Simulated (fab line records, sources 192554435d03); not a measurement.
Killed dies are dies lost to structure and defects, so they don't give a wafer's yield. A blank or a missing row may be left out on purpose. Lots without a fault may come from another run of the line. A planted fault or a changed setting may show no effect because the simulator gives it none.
Chamber matching | flow n5_finfet | N5_HKMG_FIN_ALD_36 on ald_metal-03: 4 sister chambers
The step deposits TiN, target thk 1 nm, pulse time 1 s, purge time 3 s. 8 wafers are shown with their chamber, then 9 later ones without.

WAFERS WITH THEIR CHAMBER
wafer  | chamber | heater_power_w (W) | precursor_pulse_height_rel
L082.5 | 3       | 713                | 1.028
L086.2 | 0       | 860                | 0.958
L089.1 | 1       | 995                | 0.988
L089.2 | 2       | 1000               | 0.975
L089.3 | 0       | 866                | 1.002
L089.4 | 3       | 690                | 0.974
L089.5 | 1       | 1031               | 1.042
L089.6 | 2       | 1017               | 1.003

WAFERS WITHOUT THEIR CHAMBER
wafer  | heater_power_w (W) | precursor_pulse_height_rel
L093.1 | 1031               | 1.019
L093.2 | 872                | 0.978
L093.3 | 701                | 1.005
L093.4 | 1013               | 0.996
L093.5 | 991                | 0.997
L093.6 | 878                | 1.005
L095.4 | 1041               | 1.035
L095.5 | 688                | 0.998
L095.6 | 1016               | 1.007

WHICH CHAMBER EACH WENT THROUGH
wafer  | from the rows above     | in truth
L093.1 | can't be placed: 1 or 2 | 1
L093.2 | 0                       | 0
L093.3 | 3                       | 3
L093.4 | can't be placed: 2 or 1 | 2
L093.5 | can't be placed: 2 or 1 | 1
L093.6 | 0                       | 0
L095.4 | can't be placed: 1 or 2 | 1
L095.5 | 3                       | 3
L095.6 | can't be placed: 1 or 2 | 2
Placed correctly: 4 of 9. Can't be placed from these rows: 5 (the true chamber is among the candidates in 5). Placed wrongly: 0.
How it was worked out, from the rows above alone: a wafer's distance from a chamber is the root of the sum, over the readings, of the square of ((its reading less the chamber's mean) divided by the reading's scatter). The wafer belongs to the nearest chamber; if the next one is less than 2 further off, it can't be placed. A chamber's mean is the mean of its shown wafers. The scatter: the root of (the sum of the squares of (reading less its chamber's mean) over the shown wafers, divided by (wafers less chambers)).
